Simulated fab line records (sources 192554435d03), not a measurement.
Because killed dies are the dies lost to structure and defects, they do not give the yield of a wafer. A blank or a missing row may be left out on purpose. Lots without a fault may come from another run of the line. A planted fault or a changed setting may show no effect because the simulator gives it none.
Problem report, 8D (eight disciplines) form, completed by code	flow n5-finfet	the parts of the form that need people (team, actions taken, sign-off) are left out

## 1. PROBLEM STATEMENT
Wafers without a fault read 13 with a standard deviation of 5.8, while killed_at_M4_up at N5_PASSIVATION_PROBE_49 averages 101 across 2 wafers of 1 lot. That is +15 standard deviations from the usual mean.
Seen first at day 17 03:07 on prober-01, wafer L116.2. Wafers with a number at this step in the record: 8, from 3 lots. Rule for "out", or "out of limits": more than 4 standard deviations from the usual mean. The rest of the wafers with a number are treated as sound.

## 2. WHAT IT IS, AND WHAT IT ISN'T
question	is	is not
which readings at this step	killed_at_M4_up, defect-limited-yield, killed-dies, sort-n-pass, sort-yield-pct	killed_at_M0_to_M3, killed-at-contacts, killed-at-front-end, killed-at-other, killed-open
which lots	L116	L111, L117
which wafers of those lots	L116.2, L116.5	L116.1
read on which tools	prober-01	prober-02
when	from day 17 03:07	up to then (4 sound wafers); but 2 sound wafers of L117 came after

## 3. SUSPECTS, AND WHAT RULES EACH OUT
Counting: if a tool at a process step up to the reading ran every lot that is out, it stays a suspect. Sound lots after the first of them don't rule it out here, since some wafers of a struck lot are sound.
- rie-diel-02 at N5_BEOL_M8_ETCH_72 (etches underlayer in N2/H2, target depth 6.5 nm, time 5.2 s): kept. It ran the lot that is out, L116 (day 14 00:27).
- pvd-sputter-02 at N5_PASSIVATION_SPUTTER_20 (material TaN, target thk 50 nm): kept. It ran the lot that is out, L116 (day 16 21:20); its last sound lot up to then is L111 (day 14 22:38).
- prober-01 at N5_PASSIVATION_PROBE_49: kept. It ran the lot that is out, L116 (day 17 03:04). On those wafers its own readings are out: defect-limited-yield, killed_at_M4_up, killed-dies, sort-n-pass, sort-yield-pct.
- Within rie-diel-02 at N5_BEOL_M8_ETCH_72, the wafers that are out were processed in chamber 3 and their sound lot-mates in chamber 2.
The count leaves rie-diel-02 at N5_BEOL_M8_ETCH_72, pvd-sputter-02 at N5_PASSIVATION_SPUTTER_20, and prober-01 at N5_PASSIVATION_PROBE_49.

## 4. THE CAUSE (what the simulator had put in)
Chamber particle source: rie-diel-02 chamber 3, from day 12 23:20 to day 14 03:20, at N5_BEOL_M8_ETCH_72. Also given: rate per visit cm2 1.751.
This tool is one of the 3 suspects left after counting.

## 5. THE CHAIN OF EFFECTS, in route order
One row per reading whose mean, taken over the struck wafers that have a number, lies over 3 standard deviations from the usual. Only readings whose record carries a usual standard deviation are examined. hours: median over the lots of the time between each lot's start at the first step of this table that gives one and its start at this step. sigmas: the change, counted in usual standard deviations.
hours	step	reading	usual	on struck wafers	change	sigmas
0	N5_PASSIVATION_PROBE_49	defect-limited-yield	91.1 %	83.8	-7.3	-5.2
0	N5_PASSIVATION_PROBE_49	killed_at_M4_up	13	101	+88	+15
0	N5_PASSIVATION_PROBE_49	killed-dies	104	192	+88	+5.1
0	N5_PASSIVATION_PROBE_49	killed-on-rim	14	30	+16	+4.2
0	N5_PASSIVATION_PROBE_49	sort_bin_5_function	5.2 %	8.9	+3.7	+3.8
0	N5_PASSIVATION_PROBE_49	sort-n-pass	1075	988	-86	-5.1
0	N5_PASSIVATION_PROBE_49	sort-yield-pct	91.1 %	83.8	-7.3	-5.2
Process steps it contains:
- N5_PASSIVATION_PROBE_49

## 6. WHAT WOULD HAVE CAUGHT IT SOONER
In this record the first reading out of limits was taken at day 17 03:07, 100 hours after the fault began at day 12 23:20.
Tool readings at N5_BEOL_M8_ETCH_72 with a usual standard deviation given in the record: none out on any struck wafer, hence no alarm at a limit of 4 standard deviations on them.
By day 17 03:07, every lot that is out (1) had started N5_BEOL_M8_ETCH_72 on rie-diel-02. None of them would have been spared by holding the tool at that moment.
